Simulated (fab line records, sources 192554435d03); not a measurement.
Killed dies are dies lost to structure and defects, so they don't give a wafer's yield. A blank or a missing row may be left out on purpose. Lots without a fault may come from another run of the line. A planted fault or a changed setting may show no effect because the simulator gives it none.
Split-lot experiment | flow n5_finfet | 7 lots, 21 wafers read, on a route of 1938 steps

THE SPLIT
At N5_ZERO_LAYER_ETCH_18 (etches Si in HBr/Cl2, target depth 120 nm, time 40 s), the setting icp_w was moved away from the recipe's 800 W on 10 of the 21 wafers read, by -16.5% to -6.6%. The other wafers ran this setting at the recipe's value.

The reading is taken at the split's own step.

THE READING
ZERO_LAYER.feature_depth_nm (the simulator's own value, which no gauge read), in nm, at N5_ZERO_LAYER_ETCH_18 (etches Si in HBr/Cl2, target depth 120 nm, time 40 s). The file gives no usual value for it. The 11 wafers here that ran the recipe average 121.2 nm, standard deviation 1.1 nm.

wafer  | tool, chamber at the split | icp_w as run, W | against the recipe | ZERO_LAYER.feature_depth_nm, nm | against lot-mates on the recipe
L075.1 | rie_si-02, 2               | 747.4           | -6.6%              | 115.3                           | -5.9
L075.2 | rie_si-02, 3               | 800             | recipe             | 121.2                           | -
L075.4 | rie_si-02, 1               | 747.4           | -6.6%              | 116.2                           | -5.0
L084.4 | rie_si-02, 0               | 747.5           | -6.6%              | 118.2                           | -4.1
L084.5 | rie_si-02, 1               | 800             | recipe             | 121.5                           | -
L084.6 | rie_si-02, 0               | 800             | recipe             | 123.2                           | -
L085.1 | rie_si-02, 3               | 736.1           | -8.0%              | 114.5                           | -4.3
L085.3 | rie_si-02, 2               | 800             | recipe             | 118.8                           | -
L085.4 | rie_si-02, 0               | 736.1           | -8.0%              | 116.2                           | -2.6
L089.1 | rie_si-06, 0               | 800             | recipe             | 121.2                           | -
L089.4 | rie_si-06, 3               | 800             | recipe             | 121.7                           | -
L089.5 | rie_si-06, 0               | 800             | recipe             | 120.6                           | -
L090.1 | rie_si-02, 1               | 718.7           | -10.2%             | 115.1                           | -6.6
L090.2 | rie_si-02, 3               | 800             | recipe             | 121.6                           | -
L090.3 | rie_si-02, 0               | 800             | recipe             | 121.8                           | -
L091.1 | rie_si-02, 0               | 668.7           | -16.4%             | 112.3                           | -9.3
L091.2 | rie_si-02, 3               | 668.7           | -16.4%             | 111.9                           | -9.7
L091.6 | rie_si-02, 3               | 800             | recipe             | 121.6                           | -
L097.2 | rie_si-05, 3               | 667.8           | -16.5%             | 110.1                           | -9.7
L097.3 | rie_si-05, 2               | 667.8           | -16.5%             | 110.7                           | -9.1
L097.4 | rie_si-05, 0               | 800             | recipe             | 119.8                           | -

THE FIT
A straight line over all 21 wafers: ZERO_LAYER.feature_depth_nm changes by +0.612 nm for each +1% of icp_w; r = +0.96; the points scatter about the line by 1.1 nm.
The same after taking each lot's own level away (the mean of its wafers on the recipe; 21 wafers): +0.577 nm for each +1%; r = +0.98; scatter 0.82 nm.
On that fit, the largest move of icp_w shifts the reading by 9.5 nm.
The lots' own levels span 118.80 to 122.35 nm, that is 3.3 times the standard deviation above.
So the lot-to-lot level changes the slope little: the two slopes agree.
Check: with one of the wafers moved furthest among these (-16.5%) left out of the fit, the line predicts -9.6 nm for it against its lot-mates. It came out at -9.7 nm against them.

THE WHOLE CHAIN: every reading that the file lists as answering this split, in the file's order
step                  | what it does                                         | reading                                                                      | change (the file's fit)               | r (the file's)
N5_ZERO_LAYER_ETCH_18 | etches Si in HBr/Cl2, target depth 120 nm, time 40 s | etch.depth_nm (the simulator's own value, which no gauge read)               | +0.591 nm for each +1% of the setting | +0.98
N5_ZERO_LAYER_ETCH_18 | etches Si in HBr/Cl2, target depth 120 nm, time 40 s | ZERO_LAYER.feature_depth_nm (the simulator's own value, which no gauge read) | +0.591 nm for each +1% of the setting | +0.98

THE FILE'S OWN FIT
ZERO_LAYER.feature_depth_nm changes by +0.591 nm for each +1% of icp_w, r = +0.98.
